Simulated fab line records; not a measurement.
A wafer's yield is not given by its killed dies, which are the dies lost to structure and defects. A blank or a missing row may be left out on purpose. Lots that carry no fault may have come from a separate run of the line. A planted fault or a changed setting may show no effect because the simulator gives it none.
Which tool did it? || flow n5 finfet || 10 lots (27 wafers sampled), 1 step of a 1938-step route

## WHAT EACH GAUGE READ, for each wafer
N5_BEOL_M11_OVL_MEAS_29. Usual: V10_OVL typically reads 0.1 nm, with standard deviation 0.9.
{"lot": "L757", "measured": "day 10 11:37", "on": "overlay-02", "V10_OVL (nm)": "-1.4 -1.3 -1.9", "flag": ""}
{"lot": "L761", "measured": "day 11 16:22", "on": "overlay-01", "V10_OVL (nm)": "2.1 0.7 -0.2", "flag": ""}
{"lot": "L762", "measured": "day 12 09:08", "on": "overlay-01", "V10_OVL (nm)": "-0.7 -0.4 -1.2", "flag": ""}
{"lot": "L763", "measured": "day 12 15:56", "on": "overlay-02", "V10_OVL (nm)": "1.1 0.8 0.4", "flag": ""}
{"lot": "L768", "measured": "day 13 22:58", "on": "overlay-01", "V10_OVL (nm)": "0.8 0.6", "flag": ""}
{"lot": "L771", "measured": "day 14 04:34", "on": "overlay-01", "V10_OVL (nm)": "0.5 1.3", "flag": ""}
{"lot": "L772", "measured": "day 15 11:19", "on": "overlay-01", "V10_OVL (nm)": "1.9 0.8", "flag": ""}
{"lot": "L774", "measured": "day 15 12:07", "on": "overlay-02", "V10_OVL (nm)": "-0.9 -1.0 -0.8", "flag": ""}
{"lot": "L776", "measured": "day 16 04:12", "on": "overlay-02", "V10_OVL (nm)": "-0.4 0.7 -0.4", "flag": ""}
{"lot": "L778", "measured": "day 16 10:11", "on": "overlay-02", "V10_OVL (nm)": "1.0 1.9 -0.2", "flag": ""}

## WHICH TOOL RAN EACH LOT (tool, then ch and the chambers of the sampled wafers, then the start)
There is no process step in the record ahead of these readings.

## WHAT THE TOOLS THEMSELVES READ (means of the sampled wafers that have a number; where no wafer has one, the mark that the record gives instead)
The record holds no such reading with a usual standard deviation.

## THE ANSWER, worked out from the rows above alone
Rule: lot off if the mean of its wafers having a number is beyond 3 standard deviations from the usual mean. A lot without any number at a reading at which 4 lots or more have one is off too. Any other lot the step has rows for is counted as sound. After the gauges, taken in route order, come the tools' own readings; for these a lot's mean is taken, as printed above. The first step at which some lot is off is used, and at that step the reading that is off furthest; a lot without a number counts as furthest.
Across all readings shown, no lot is off: no conclusion can be drawn from this.

## WHAT THE SIMULATOR HAD PUT IN
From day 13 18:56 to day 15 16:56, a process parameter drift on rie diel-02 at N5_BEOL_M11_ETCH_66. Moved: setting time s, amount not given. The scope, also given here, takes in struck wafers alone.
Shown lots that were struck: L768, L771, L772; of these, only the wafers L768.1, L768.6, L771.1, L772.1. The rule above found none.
